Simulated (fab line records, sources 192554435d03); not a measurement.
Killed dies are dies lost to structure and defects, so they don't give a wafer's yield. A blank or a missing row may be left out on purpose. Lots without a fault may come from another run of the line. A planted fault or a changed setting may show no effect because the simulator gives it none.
fab line records | flow n5_finfet
record lots=24 wafers=72 last_day=18
route steps=1938 shown SD_EPI_N@293 SDB@360 HKMG_FIN@386
lots that met no fault: from a run of the same line without faults
start_h: hours from the record's first day to the start of the lot's first wafer shown | wait_h: hours since the lot's step before | " the same as in the row above | L1.1+2: a row that stands for several wafers | - no value, or no start given | * or withheld: withheld | < > ~ a bound
route shown NAME@n: a module of which the file shows steps, and the number in the route of the first | usual: mean/standard deviation of fault-free wafers | same: alike in all rows | chamber/n: place in a boat | sites: the reading at each site | _std_site: their standard deviation | _edge_site: outer sites' mean less inner sites' | radius_mm: how far each site lies from the wafer's centre | mask NAME#n: copy n | behind: the tool/chamber that last shaped the wafer | hold: why the lot was held/for how many hours/how that ended | device: the transistor (n, p or np) that didn't switch | end of line: the same wafers' tests at the end of the route | a step without rows: its recipe alone | killed: dies lost to structure and defects at the first sort, not the wafer's yield | map: a wafer's dies, x killed, . not, _ none there
set.NAME: the setting as run; set.NAME@STEP: as run at that earlier step | model.NAME: the simulator's own value behind a step, which no gauge read
steps of the route over a sample of lots; a table a step, a row a wafer
services: from which hour (start_h, from the record's first day; less than 0 if before it) a tool's chamber was out of use, for how many hours, and why
## steps
# step N5_SD_EPI_N_LINER_46
# recipe material=SiNx target_thk_a=30 temp_c=400 ald_precursor_family=SiH2I2 ald_co_reactant=N2/H2-plasma pressure_torr=2
# usual heater_power_outer_w=529/56 heater_power_w=854/77 susceptor_temp_C=400.05/0.21
# columns lot.wafer tool chamber start_h wait_h heater_power_outer_w heater_power_w susceptor_temp_C
L074.3 ald_sin-03 2 54.21 0.2 497 836 399.98
L074.4 " 0 " " 518 777 399.94
L074.6 " 2 " " 523 840 400.15
L075.1 ald_sin-02 1 59.79 0.8 613 950 400.04
L075.3 " 3 " " 497 789 400.22
L075.5 " 3 " " 488 792 400.09
L076.3 ald_sin-02 2 65.81 0.1 463 750 400.13
L076.5 " 1 " " 605 958 399.82
L076.6 " 0 " " 495 832 399.95
L077.1 ald_sin-04 0 74.67 0.2 498 901 400.00
L077.2 " 3 " " 580 929 399.85
L077.6 " 1 " " 430 762 400.15
L078.3 ald_sin-04 0 76.78 0.1 523 879 400.01
L078.5 " 1 " " 432 770 400.00
L078.6 " 2 " " 580 882 400.23
L079.2 ald_sin-03 3 83.70 0.2 615 951 400.33
L079.3 " 2 " " 506 866 400.11
L079.6 " 0 " " 504 796 399.99
L080.1 ald_sin-04 1 88.53 0.3 441 770 399.93
L080.2 " 3 " " 589 918 400.09
L080.3 " 0 " " 517 871 400.14
L081.1 ald_sin-04 0 95.75 0.2 522 889 400.34
L081.3 " 2 " " 563 893 399.69
L081.6 " 3 " " 579 917 400.15
L082.4 ald_sin-04 0 100.50 0.1 514 892 400.31
L082.5 " 3 " " 581 938 400.00
L082.6 " 0 " " 509 881 400.35
L083.3 ald_sin-03 0 107.78 0.1 507 799 400.20
L083.4 " 2 " " 508 859 399.81
L083.6 " 3 " " 610 973 400.31
L084.1 ald_sin-03 1 117.95 0.2 553 898 400.34
L084.4 " 2 " " 505 835 400.16
L084.6 " 2 " " 514 846 400.07
L085.2 ald_sin-02 2 119.91 0.4 437 719 399.87
L085.3 " 1 " " 601 950 400.06
L085.4 " 3 " " 512 777 399.71
L086.1 ald_sin-02 0 126.25 0.4 502 798 400.01
L086.2 " 1 " " 621 952 400.12
L086.3 " 3 " " 505 783 399.68
L087.1 ald_sin-02 2 131.18 0.2 443 714 400.10
L087.4 " 1 " " 614 906 399.92
L087.5 " 1 " " 620 965 399.95
L088.1 ald_sin-02 3 140.01 0.2 510 800 399.89
L088.3 " 2 " " 435 711 400.06
L088.6 " 2 " " 442 700 399.84
L089.3 ald_sin-02 2 144.74 0.1 445 714 400.01
L089.4 " 3 " " 506 775 399.82
L089.6 " 2 " " 437 712 400.06
L090.2 ald_sin-04 2 150.39 0.3 576 862 399.57
L090.4 " 3 " " 587 925 399.79
L090.6 " 0 " " 503 891 400.49
L091.2 ald_sin-03 3 156.18 0.1 628 962 399.98
L091.4 " 0 " " 504 805 400.05
L091.5 " 1 " " 541 881 399.73
L092.1 ald_sin-03 0 162.70 0.2 504 796 399.94
L092.2 " 2 " " 515 851 400.00
L092.5 " 1 " " 558 910 400.18
L093.2 ald_sin-03 1 166.44 0.1 540 893 399.72
L093.4 " 2 " " 504 877 399.84
L093.5 " 0 " " 521 803 399.93
L094.3 ald_sin-04 3 173.40 0.6 592 919 400.20
L094.4 " 1 " " 426 794 400.36
L094.5 " 2 " " 569 872 400.39
L095.2 ald_sin-03 3 182.39 0.2 606 995 399.96
L095.3 " 0 " " 512 796 399.93
L095.5 " 3 " " 628 972 400.32
L096.2 ald_sin-02 0 185.90 0.1 493 813 399.87
L096.4 " 1 " " 626 950 400.33
L096.6 " 3 " " 500 787 400.10
L097.2 ald_sin-03 2 190.58 0.3 517 874 400.11
L097.3 " 1 " " 558 914 399.93
L097.5 " 1 " " 576 899 399.87
# step N5_SDB_ETCH_17
# recipe chemistry=CF4 target=SiARC target_depth_a=234 mask_material=CAR-ArF time_s=39 ion_energy_ev=80 pressure_mtorr=40 source_w=545 bias_w=36 Ar_flow_sccm=100 cf4_flow_sccm=100 ends=cleared
# usual drypump_motor_current_A=5.7/0.43 etch_rf_on_time_s=39.0/0.69 oes_product_au=0.69/0.067 rf_vpp_V=183.8/1.1 showerhead_plenum_p_Torr=2.13/0.062 throttle_valve_pct=15.56/0.17
# columns lot.wafer tool chamber start_h wait_h drypump_motor_current_A etch_rf_on_time_s oes_product_au rf_hours_counter_h rf_vpp_V showerhead_plenum_p_Torr throttle_valve_pct
L074.3 rie_diel-04 3 66.82 0.0 5.5 39.4 0.76 22 184.4 2.20 15.49
L074.4 " 0 " " 6.1 38.2 0.81 5 182.7 2.12 15.52
L074.6 " 2 " " 4.8 39.2 0.80 - 185.4 2.18 15.26
L075.1 rie_diel-04 2 72.04 0.0 4.7 39.5 0.80 16 184.3 2.18 15.27
L075.3 " 3 " " 5.5 39.3 0.76 24 184.7 2.19 15.50
L075.5 " 0 " " 6.1 38.3 0.81 - 184.0 2.12 15.53
L076.3 rie_diel-02 2 78.12 0.0 5.7 37.8 0.83 5 183.9 2.11 15.58
L076.5 " 3 " " 5.9 38.6 0.69 - 184.4 2.25 15.22
L076.6 " 2 " " 5.7 37.6 0.83 - 183.0 2.11 15.58
L077.1 rie_diel-02 2 86.85 0.0 5.7 37.8 0.82 9 184.3 2.11 15.61
L077.2 " 3 " " 5.9 38.8 0.68 97 185.9 2.25 15.26
L077.6 " 1 " " 6.1 38.9 0.68 - 183.5 2.07 15.67
L078.3 rie_diel-02 1 89.50 0.0 6.1 38.6 0.68 105 184.1 2.07 15.64
L078.5 " 2 " " 5.7 37.6 0.83 - 183.7 2.11 15.62
L078.6 " 1 " " 6.1 38.9 0.68 - 183.2 2.07 15.65
L079.2 rie_diel-02 2 99.76 0.0 5.7 38.2 0.81 14 184.0 2.11 15.60
L079.3 " 3 " " 5.9 38.8 0.67 103 183.4 2.25 15.26
L079.6 " 0 " " 5.2 39.8 0.62 - 184.4 2.14 15.72
L080.1 rie_diel-02 0 101.69 0.0 5.2 40.1 0.61 168 183.8 2.14 15.71
L080.2 " 3 " " 5.9 39.2 0.67 104 183.4 2.25 15.24
L080.3 " 1 " " 6.2 38.9 0.67 110 183.0 2.07 15.66
L081.1 rie_diel-01 2 109.60 0.0 5.6 39.0 0.68 94 182.3 2.16 15.52
L081.3 " 3 " " 6.2 39.5 0.68 86 182.1 2.08 15.45
L081.6 " 0 " " 6.2 38.2 0.76 - 183.4 2.11 15.60
L082.4 rie_diel-02 2 113.61 0.0 5.7 38.0 0.79 22 183.8 2.11 15.63
L082.5 " 1 " " 6.1 39.1 0.66 - 182.9 2.07 15.66
L082.6 " 2 " " 5.7 38.0 0.80 - 183.7 2.11 15.61
L083.3 rie_diel-02 2 121.20 0.0 5.7 38.1 0.78 26 183.9 2.10 15.63
L083.4 " 1 " " 6.1 39.1 0.66 120 183.7 2.07 15.67
L083.6 " 2 " " 5.7 38.2 0.79 - 183.5 2.10 15.64
L084.1 rie_diel-01 2 130.83 0.0 5.6 39.2 0.66 108 183.5 2.15 15.56
L084.4 " 1 " " 5.1 38.3 0.59 238 182.3 2.02 15.83
L084.6 " 2 " " 5.6 39.3 0.66 - 184.2 2.15 15.54
L085.2 rie_diel-01 1 132.13 0.0 5.0 38.6 0.59 238 183.1 2.02 15.84
L085.3 " 3 " " 6.2 39.7 0.67 96 183.4 2.08 15.47
L085.4 " 0 " " 6.2 38.0 0.74 47 184.8 2.10 15.60
L086.1 rie_diel-04 1 138.53 0.0 5.4 39.0 0.66 124 184.7 2.07 15.55
L086.2 " 2 " " 4.7 39.3 0.77 27 184.7 2.18 15.29
L086.3 " 3 " " 5.5 39.1 0.74 38 184.4 2.19 15.53
L087.1 rie_diel-01 3 144.00 0.0 6.2 39.6 0.67 101 182.8 2.07 15.50
L087.4 " 0 " " 6.2 37.9 0.74 52 184.3 2.10 15.62
L087.5 " 3 " " 6.2 39.8 0.67 - 183.3 2.07 15.49
L088.1 rie_diel-04 2 152.06 0.0 4.7 39.8 0.76 33 184.5 2.18 15.31
L088.3 " 0 " " 6.1 38.9 0.75 26 183.6 2.12 15.54
L088.6 " 2 " " 4.7 39.5 0.77 - 185.6 2.18 15.29
L089.3 rie_diel-01 0 157.73 0.0 6.2 38.0 0.73 56 182.9 2.10 15.62
L089.4 " 1 " " 5.0 38.4 0.58 248 183.1 2.02 15.86
L089.6 " 3 " " 6.2 39.2 0.67 - 182.3 2.07 15.50
L090.2 rie_diel-04 0 162.59 0.0 6.1 38.6 0.76 30 182.8 2.12 15.56
L090.4 " 2 " " 4.7 39.0 0.77 36 184.5 2.18 15.32
L090.6 " 1 " " 5.4 39.1 0.66 - 184.3 2.06 15.57
L091.2 rie_diel-02 2 170.59 0.0 5.7 37.8 0.76 45 183.6 2.10 15.67
L091.4 " 0 " " 5.2 39.9 0.60 191 183.1 2.14 15.78
L091.5 " 3 " " 5.9 38.7 0.65 - 185.1 2.24 15.31
L093.2 rie_diel-02 3 179.45 0.0 5.9 39.0 0.65 135 186.2 2.23 15.31
L093.4 " 0 " " 5.2 40.3 0.60 194 184.2 2.14 15.76
L093.5 " 3 " " 5.9 39.2 0.65 - 184.3 2.23 15.31
L092.1 rie_diel-02 2 180.53 0.0 5.7 38.1 0.75 49 183.7 2.10 15.67
L092.2 " 1 " " 6.1 38.8 0.65 142 181.9 2.06 15.72
L092.5 " 0 " " 5.2 40.2 0.60 - 184.6 2.13 15.76
L094.3 rie_diel-02 0 187.02 0.0 5.2 40.4 0.59 198 185.0 2.13 15.76
L094.4 " 2 " " 5.7 38.2 0.75 51 184.0 2.10 15.68
L094.5 " 2 " " 5.7 38.1 0.75 - 184.0 2.10 15.67
L095.2 rie_diel-02 1 194.98 0.0 6.1 39.1 0.64 147 182.4 2.06 15.72
L095.3 " 2 " " 5.7 38.5 0.75 53 183.9 2.09 15.70
L095.5 " 3 " " 5.9 38.9 0.65 - 184.2 2.23 15.31
L096.2 rie_diel-01 0 199.66 0.0 6.2 38.3 0.70 74 183.0 2.09 15.66
L096.4 " 2 " " 5.6 39.0 0.65 135 183.1 2.15 15.61
L096.6 " 3 " " 6.2 39.4 0.64 - 184.5 2.07 15.52
L097.2 rie_diel-02 3 204.77 0.0 5.9 39.7 0.64 144 185.5 2.23 15.32
L097.3 " 2 " " 5.7 38.6 0.74 57 183.3 2.09 15.71
L097.5 " 2 " " 5.7 38.6 0.74 - 182.9 2.09 15.69
# step N5_SDB_ETCH_25
# recipe chemistry=C4F6/O2 target=SiO2 target_depth_a=100 time_s=3.3 ion_energy_ev=250 mask_material=SiNx pressure_mtorr=30 source_w=345 bias_w=185 Ar_flow_sccm=300 C4F6_flow_sccm=10 O2_flow_sccm=10
# usual C4F6_flow_sccm=10.002/0.029 drypump_motor_current_A=5.7/0.46 oes_product_au=0.83/0.071 rf_vpp_V=666/14 showerhead_plenum_p_Torr=2.84/0.081 throttle_valve_pct=21.15/0.15
# columns lot.wafer tool chamber start_h wait_h C4F6_flow_sccm drypump_motor_current_A oes_product_au rf_hours_counter_h rf_vpp_V showerhead_plenum_p_Torr throttle_valve_pct
L074.3 rie_diel-02 1 67.31 0.0 10.046 6.1 0.80 98 659 2.76 21.22
L074.4 " 3 " " 9.923 5.9 0.82 91 683 3.00 20.84
L074.6 " 0 " " 10.018 5.2 0.73 - 667 2.86 21.26
L075.1 rie_diel-04 3 72.59 0.0 9.974 5.5 0.88 24 677 2.93 21.25
L075.3 " 1 " " 9.987 5.4 0.79 109 657 2.75 21.12
L075.5 " 3 " " 10.013 5.5 0.88 - 677 2.93 21.23
L076.3 rie_diel-02 0 79.23 0.6 10.053 5.2 0.73 159 669 2.86 21.26
L076.5 " 2 " " 10.010 5.7 0.96 - 638 2.81 21.32
L076.6 " 1 " " 9.981 6.1 0.79 - 658 2.76 21.23
L077.1 rie_diel-04 0 87.58 0.3 10.006 6.1 0.93 13 669 2.82 21.16
L077.2 " 1 " " 9.972 5.4 0.79 115 657 2.74 21.12
L077.6 " 1 " " 10.033 5.4 0.80 - 656 2.74 21.12
L078.3 rie_diel-02 3 89.99 0.0 9.965 5.9 0.80 98 683 3.00 20.84
L078.5 " 3 " " 10.001 5.9 0.80 - 681 3.00 20.85
L078.6 " 0 " " 10.032 5.2 0.73 - 666 2.86 21.25
L079.2 rie_diel-02 2 100.77 0.5 9.986 5.7 0.95 15 638 2.81 21.35
L079.3 " 3 " " 10.016 5.9 0.79 104 682 3.00 20.85
L079.6 " 0 " " 10.005 5.2 0.72 - 666 2.85 21.29
L080.1 rie_diel-02 3 102.18 0.0 9.972 5.9 0.79 104 681 3.00 20.85
L080.2 " 2 " " 9.969 5.7 0.95 16 638 2.81 21.33
L080.3 " 0 " " 9.996 5.2 0.72 168 666 2.85 21.27
L081.1 rie_diel-02 1 110.73 0.7 9.947 6.2 0.78 115 657 2.75 21.23
L081.3 " 2 " " 10.017 5.7 0.92 20 638 2.80 21.35
L081.6 " 2 " " 10.000 5.7 0.94 - 640 2.80 21.35
L082.4 rie_diel-02 1 115.02 0.9 9.977 6.1 0.78 117 657 2.75 21.23
L082.5 " 2 " " 10.016 5.7 0.92 - 637 2.80 21.35
L082.6 " 1 " " 9.977 6.1 0.78 - 658 2.75 21.25
L083.3 rie_diel-01 2 123.10 1.4 9.991 5.6 0.79 104 679 2.87 21.12
L083.4 " 3 " " 10.052 6.2 0.80 - 683 2.77 21.12
L083.6 " 0 " " 10.043 6.2 0.87 - 644 2.78 21.15
L084.1 rie_diel-04 0 131.32 0.0 9.985 6.2 0.92 19 669 2.81 21.18
L084.4 " 3 " " 10.021 5.5 0.87 36 677 2.93 21.25
L084.6 " 2 " " 10.025 4.7 0.92 - 675 2.89 20.84
L085.2 rie_diel-01 2 132.62 0.0 9.984 5.6 0.78 109 678 2.87 21.13
L085.3 " 3 " " 10.020 6.2 0.80 96 683 2.77 21.13
L085.4 " 1 " " 9.994 5.0 0.69 239 659 2.69 21.36
L086.1 rie_diel-04 1 139.02 0.0 9.998 5.4 0.78 124 655 2.74 21.13
L086.2 " 2 " " 10.017 4.7 0.91 28 674 2.89 20.88
L086.3 " 0 " " 10.006 6.1 0.89 21 669 2.81 21.17
L087.1 rie_diel-01 0 144.98 0.4 10.030 6.3 0.85 53 644 2.78 21.14
L087.4 " 2 " " 9.999 5.7 0.78 114 679 2.86 21.13
L087.5 " 2 " " 9.964 5.6 0.77 - 679 2.86 21.12
L088.1 rie_diel-04 3 152.56 0.0 10.001 5.5 0.86 43 677 2.92 21.27
L088.3 " 1 " " 10.012 5.4 0.76 130 657 2.74 21.13
L088.6 " 3 " " 10.073 5.5 0.85 - 677 2.92 21.26
L089.3 rie_diel-04 2 158.79 0.5 9.991 4.7 0.90 36 675 2.89 20.89
L089.4 " 3 " " 10.041 5.5 0.85 46 676 2.92 21.27
L089.6 " 1 " " 10.006 5.4 0.78 - 655 2.74 21.16
L090.2 rie_diel-04 3 163.12 0.0 9.950 5.5 0.86 47 678 2.92 21.27
L090.4 " 2 " " 10.024 4.7 0.89 37 674 2.89 20.87
L090.6 " 1 " " 9.982 5.4 0.77 - 655 2.73 21.13
L091.2 rie_diel-02 0 171.09 0.0 10.036 5.2 0.70 192 669 2.84 21.30
L091.4 " 3 " " 9.984 5.9 0.77 133 683 2.98 20.88
L091.5 " 3 " " 10.019 5.9 0.77 - 682 2.98 20.89
L093.2 rie_diel-01 3 180.33 0.4 10.016 6.2 0.78 114 682 2.76 21.15
L093.4 " 0 " " 10.027 6.2 0.83 - 643 2.77 21.18
L093.5 " 3 " " 10.041 6.2 0.77 - 682 2.76 21.15
L092.1 rie_diel-04 0 181.10 0.1 9.986 6.1 0.88 36 668 2.80 21.20
L092.2 " 3 " " 10.013 5.5 0.84 52 676 2.92 21.27
L092.5 " 0 " " 9.999 6.1 0.87 - 668 2.80 21.19
L094.3 rie_diel-04 0 187.52 0.0 10.046 6.1 0.88 39 669 2.80 21.21
L094.4 " 1 " " 9.977 5.4 0.77 142 655 2.73 21.17
L094.5 " 3 " " 10.045 5.5 0.85 - 676 2.92 21.28
L095.2 rie_diel-01 1 195.47 0.0 9.982 5.1 0.94 5 670 3.02 21.06
L095.3 " 0 " " 10.035 6.3 0.82 73 642 2.77 21.18
L095.5 " 2 " " 10.015 5.7 0.76 - 677 2.86 21.17
L096.2 rie_diel-04 0 200.19 0.0 9.990 6.1 0.86 44 668 2.80 21.20
L096.4 " 1 " " 10.049 5.4 0.74 - 656 2.73 21.16
L096.6 " 0 " " 10.015 6.1 0.86 - 667 2.80 21.21
L097.2 rie_diel-01 0 205.51 0.3 9.985 6.2 0.82 76 643 2.77 21.19
L097.3 " 3 " " 10.033 6.2 0.76 124 681 2.76 21.15
L097.5 " 1 " " 9.999 5.0 0.94 - 670 3.02 21.07
# step N5_HKMG_FIN_HK_ALD_01
# recipe material=HfO2 target_thk_a=16 temp_c=withheld ald_precursor_family=HfCl4 ald_co_reactant=H2O pulse_time_s=3 purge_time_s=3 co_reactant_purge_time_s=2.5 co_reactant_pulse_time_s=0.3 ald_cycles=30
# usual precursor_pulse_height_rel=1.000/0.019
# columns lot.wafer tool chamber start_h wait_h precursor_pulse_height_rel
L074.3 ald_hk-03 3 71.45 0.0 1.005
L074.4 " 1 " " 1.000
L074.6 " 2 " " 1.011
L075.1 ald_hk-02 2 76.57 0.0 1.030
L075.3 " 3 " " 0.990
L075.5 " 2 " " 0.956
L076.3 ald_hk-01 3 83.18 0.0 1.002
L076.5 " 0 " " 0.978
L076.6 " 3 " " 0.992
L077.1 ald_hk-03 1 91.49 0.0 1.007
L077.2 " 3 " " 0.996
L077.6 " 1 " " 1.003
L078.3 ald_hk-03 3 94.17 0.0 0.979
L078.5 " 0 " " 1.026
L078.6 " 1 " " 1.012
L079.2 ald_hk-02 3 104.70 0.0 0.992
L079.3 " 1 " " 1.002
L079.6 " 0 " " 0.995
L080.1 ald_hk-01 2 106.27 0.0 1.009
L080.2 " 1 " " 0.994
L080.3 " 0 " " 0.985
L081.1 ald_hk-01 1 114.64 0.0 0.959
L081.3 " 0 " " 1.003
L081.6 " 2 " " 1.012
L082.4 ald_hk-02 0 119.76 0.0 0.979
L082.5 " 2 " " 1.034
L082.6 " 1 " " 1.007
L083.3 ald_hk-02 1 127.01 0.0 1.023
L083.4 " 0 " " 1.008
L083.6 " 2 " " 1.023
L084.1 ald_hk-02 0 135.31 0.0 1.026
L084.4 " 3 " " 0.971
L084.6 " 3 " " 1.014
L085.2 ald_hk-02 1 136.56 0.0 0.967
L085.3 " 0 " " 1.004
L085.4 " 2 " " 1.007
L086.1 ald_hk-01 3 142.94 0.0 0.989
L086.2 " 1 " " 1.022
L086.3 " 0 " " 1.028
L087.1 ald_hk-02 1 149.01 0.0 1.023
L087.4 " 2 " " 0.999
L087.5 " 0 " " 0.991
L088.1 ald_hk-01 0 156.47 0.0 0.998
L088.3 " 3 " " 1.023
L088.6 " 0 " " 1.006
L089.3 ald_hk-01 2 162.71 0.0 1.000
L089.4 " 3 " " 1.032
L089.6 " 3 " " 1.024
L090.2 ald_hk-03 3 167.07 0.0 1.022
L090.4 " 2 " " 0.979
L090.6 " 0 " " 1.020
L091.2 ald_hk-01 0 175.33 0.0 1.024
L091.4 " 2 " " 0.995
L091.5 " 1 " " 0.998
L093.2 ald_hk-03 3 184.95 0.0 1.023
L093.4 " 0 " " 1.040
L093.5 " 2 " " 0.973
L092.1 ald_hk-02 3 185.97 0.0 0.974
L092.2 " 0 " " 1.017
L092.5 " 3 " " 0.973
L094.3 ald_hk-03 0 191.46 0.0 1.008
L094.4 " 3 " " 0.988
L094.5 " 3 " " 1.024
L095.2 ald_hk-01 0 199.47 0.0 0.996
L095.3 " 1 " " 0.979
L095.5 " 2 " " 1.036
L096.2 ald_hk-01 2 204.40 0.0 0.987
L096.4 " 3 " " 1.008
L096.6 " 2 " " 1.028
L097.2 ald_hk-03 2 209.42 0.0 0.980
L097.3 " 3 " " 0.991
L097.5 " 0 " " 0.995
# step N5_HKMG_FIN_ALD_74
# recipe material=La2O3 target_thk_a=5 temp_c=250 ald_precursor_family=La-Cp ald_co_reactant=O3 pulse_time_s=6 co_reactant_pulse_time_s=1 purge_time_s=3 co_reactant_purge_time_s=3
# usual heater_power_outer_w=187/15 heater_power_w=345/24 precursor_pulse_height_rel=1.000/0.02 susceptor_temp_C=250.01/0.18
# columns lot.wafer tool chamber start_h wait_h heater_power_outer_w heater_power_w precursor_pulse_height_rel susceptor_temp_C
L074.3 ald_hk-02 3 71.99 0.1 176 347 0.982 250.01
L074.4 " 0 " " 190 365 0.986 249.91
L074.6 " 2 " " 183 317 0.971 249.78
L075.1 ald_hk-02 1 76.97 0.2 191 341 1.017 250.19
L075.3 " 0 " " 188 364 0.975 249.73
L075.5 " 3 " " 180 348 1.011 249.98
L076.3 ald_hk-02 0 83.68 0.1 193 363 0.999 249.98
L076.5 " 3 " " 177 326 1.023 249.86
L076.6 " 0 " " 195 356 1.013 250.05
L077.1 ald_hk-01 1 91.89 0.2 164 301 1.003 249.64
L077.2 " 0 " " 214 385 1.007 249.81
L077.6 " 0 " " 217 386 0.988 250.16
L078.3 ald_hk-01 1 94.57 0.1 162 305 0.992 249.93
L078.5 " 2 " " 204 364 1.000 250.26
L078.6 " 3 " " 195 350 0.988 249.96
L079.2 ald_hk-03 3 105.25 0.2 196 347 0.996 250.16
L079.3 " 0 " " 156 306 0.982 249.86
L079.6 " 1 " " 180 360 0.956 249.89
L080.1 ald_hk-02 0 106.83 0.2 200 368 0.985 250.01
L080.2 " 3 " " 175 341 0.985 249.82
L080.3 " 1 " " 192 328 0.958 250.15
L081.1 ald_hk-02 3 115.09 0.2 173 339 1.000 250.12
L081.3 " 1 " " 190 344 0.999 250.20
L081.6 " 0 " " 193 378 0.983 250.14
L082.4 ald_hk-03 1 120.16 0.1 183 356 0.961 250.09
L082.5 " 2 " " 184 351 1.015 249.87
L082.6 " 1 " " 187 362 0.985 250.08
L083.3 ald_hk-03 2 127.44 0.1 186 349 1.048 249.67
L083.4 " 1 " " 185 367 1.023 249.98
L083.6 " 1 " " 182 351 0.994 250.27
L084.1 ald_hk-01 1 135.71 0.2 162 297 1.050 249.86
L084.4 " 3 " " 197 348 1.000 249.86
L084.6 " 2 " " 204 359 0.955 250.06
L085.2 ald_hk-01 0 137.11 0.2 214 380 0.990 250.23
L085.3 " 1 " " 166 294 1.010 249.93
L085.4 " 2 " " 203 356 1.013 249.93
L086.1 ald_hk-02 1 143.38 0.2 187 343 0.993 250.18
L086.2 " 0 " " 195 365 1.006 249.77
L086.3 " 2 " " 180 326 0.999 250.34
L087.1 ald_hk-03 3 149.41 0.2 202 358 1.003 250.02
L087.4 " 2 " " 180 360 0.987 250.05
L087.5 " 3 " " 196 355 0.997 249.87
L088.1 ald_hk-02 2 156.87 0.2 178 320 0.978 250.07
L088.3 " 1 " " 189 341 1.017 249.88
L088.6 " 0 " " 189 369 1.023 249.83
L089.3 ald_hk-02 0 163.19 0.1 189 366 1.008 249.99
L089.4 " 2 " " 181 314 1.008 250.07
L089.6 " 3 " " 181 336 1.028 250.09
L090.2 ald_hk-01 2 167.52 0.2 202 370 0.953 249.90
L090.4 " 1 " " 163 304 0.973 249.97
L090.6 " 0 " " 223 387 0.995 249.98
L091.2 ald_hk-02 0 175.73 0.2 191 364 1.005 249.93
L091.4 " 1 " " 185 342 0.991 250.11
L091.5 " 1 " " 194 338 0.989 249.84
L093.2 ald_hk-01 3 185.38 0.2 191 346 1.018 249.90
L093.4 " 2 " " 204 365 0.989 250.07
L093.5 " 0 " " 212 388 1.012 249.86
L092.1 ald_hk-03 2 186.37 0.2 185 344 1.033 250.08
L092.2 " 1 " " 186 377 1.005 250.15
L092.5 " 0 " " 154 301 1.027 249.80
L094.3 ald_hk-01 0 191.86 0.1 218 378 1.017 250.07
L094.4 " 3 " " 193 351 1.026 249.98
L094.5 " 3 " " 195 348 1.025 249.92
L095.2 ald_hk-02 1 199.88 0.2 189 326 1.018 250.35
L095.3 " 3 " " 174 335 0.971 249.81
L095.5 " 1 " " 192 339 0.996 250.14
L096.2 ald_hk-02 0 204.90 0.2 191 359 1.011 250.26
L096.4 " 1 " " 190 333 0.977 250.15
L096.6 " 2 " " 185 315 0.992 250.28
L097.2 ald_hk-01 3 209.82 0.2 196 358 0.968 249.97
L097.3 " 1 " " 163 297 1.017 250.12
L097.5 " 0 " " 216 376 1.014 249.85
# step N5_HKMG_FIN_CD_MEAS_49
# recipe target_cd_nm=202 landing_energy_ev=500 detector=se_inlens polarity=opening
# usual cd_nm=202.0/0.58
# columns lot.wafer tool chamber start_h wait_h cd_nm
L074.3 cd_sem-03 0 72.54 - 202.4
L074.4 " 0 " " 201.7
L074.6 " 0 " " 202.9
L075.1 cd_sem-03 0 77.52 - 202.1
L075.3 " 0 " " 202.2
L075.5 " 0 " " 201.8
L076.3 cd_sem-03 0 84.23 - 202.4
L076.5 " 0 " " 203.0
L076.6 " 0 " " 202.7
L077.1 cd_sem-03 0 92.43 - 202.6
L077.2 " 0 " " 203.1
L077.6 " 0 " " 202.1
L078.3 cd_sem-03 0 94.99 - 202.0
L078.5 " 0 " " 202.3
L078.6 " 0 " " 202.2
L079.2 cd_sem-02 0 105.79 - 202.0
L079.3 " 0 " " 201.6
L079.6 " 0 " " 202.0
L080.1 cd_sem-01 0 107.37 - 202.2
L080.2 " 0 " " 201.9
L080.3 " 0 " " 202.6
L081.1 cd_sem-01 0 115.63 - 202.1
L081.3 " 0 " " 202.1
L081.6 " 0 " " 202.1
L082.4 cd_sem-02 0 120.71 - 201.0
L082.5 " 0 " " 201.2
L082.6 " 0 " " 201.7
L083.3 cd_sem-02 0 127.86 - 201.7
L083.4 " 0 " " 202.2
L083.6 " 0 " " 202.4
L084.1 cd_sem-01 0 136.13 - 202.8
L084.4 " 0 " " 201.8
L084.6 " 0 " " 202.4
L085.2 cd_sem-01 0 137.65 - 202.2
L085.3 " 0 " " 201.7
L085.4 " 0 " " 202.2
L086.1 cd_sem-01 0 143.92 - 202.7
L086.2 " 0 " " 200.6
L086.3 " 0 " " 201.0
L087.1 cd_sem-02 0 149.95 - 202.0
L087.4 " 0 " " 201.5
L087.5 " 0 " " 201.9
L088.1 cd_sem-01 0 157.58 - 201.7
L088.3 " 0 " " 202.8
L088.6 " 0 " " 201.4
L089.3 cd_sem-02 0 163.62 - 202.0
L089.4 " 0 " " 202.8
L089.6 " 0 " " 202.5
L090.2 cd_sem-01 0 167.94 - 201.2
L090.4 " 0 " " 201.7
L090.6 " 0 " " 202.9
L091.2 cd_sem-01 0 176.28 - 201.4
L091.4 " 0 " " 202.1
L091.5 " 0 " " 201.4
L093.2 cd_sem-03 0 185.92 - 202.7
L093.4 " 0 " " 202.3
L093.5 " 0 " " 201.3
L092.1 cd_sem-03 0 186.91 - 202.7
L092.2 " 0 " " 202.3
L092.5 " 0 " " 202.1
L094.3 cd_sem-01 0 192.28 - 202.4
L094.4 " 0 " " 201.8
L094.5 " 0 " " 202.8
L095.2 cd_sem-03 0 200.42 - 202.2
L095.3 " 0 " " 200.8
L095.5 " 0 " " 200.9
L096.2 cd_sem-02 0 205.44 - 202.1
L096.4 " 0 " " 202.1
L096.6 " 0 " " 201.3
L097.2 cd_sem-01 0 210.25 - 202.2
L097.3 " 0 " " 201.9
L097.5 " 0 " " 201.9
## services
# columns tool chamber start_h hours kind
rie_diel-02 2 41.32 - clean
rie_diel-02 2 41.32 - consumable_replace:focus_ring
rie_diel-02 2 41.32 22.0 scheduled_down
ald_hk-02 - 57.64 8.7 pm
ald_sin-03 - 57.96 6.4 repair
rie_diel-04 3 58.26 5.1 repair
rie_diel-01 0 61.42 4.9 repair
rie_diel-02 - 63.20 0.4 repair
ald_sin-04 3 67.01 5.7 repair
ald_hk-01 - 75.15 4.3 pm
ald_hk-03 - 75.53 8.7 pm
rie_diel-04 2 85.92 7.1 repair
ald_sin-02 - 86.02 14.0 pm
rie_diel-01 0 90.34 2.5 repair
rie_diel-04 - 93.97 28.1 pm
rie_diel-01 3 123.27 6.5 repair
rie_diel-02 0 128.23 12.0 repair
rie_diel-04 - 131.45 0.3 repair
ald_sin-04 0 136.29 5.6 repair
ald_hk-01 - 145.53 0.8 repair
ald_sin-04 - 177.92 14.0 pm
rie_diel-01 - 196.61 0.9 repair
rie_diel-04 3 198.02 17.3 repair
ald_sin-02 - 198.44 2.8 pm
## key
fault none
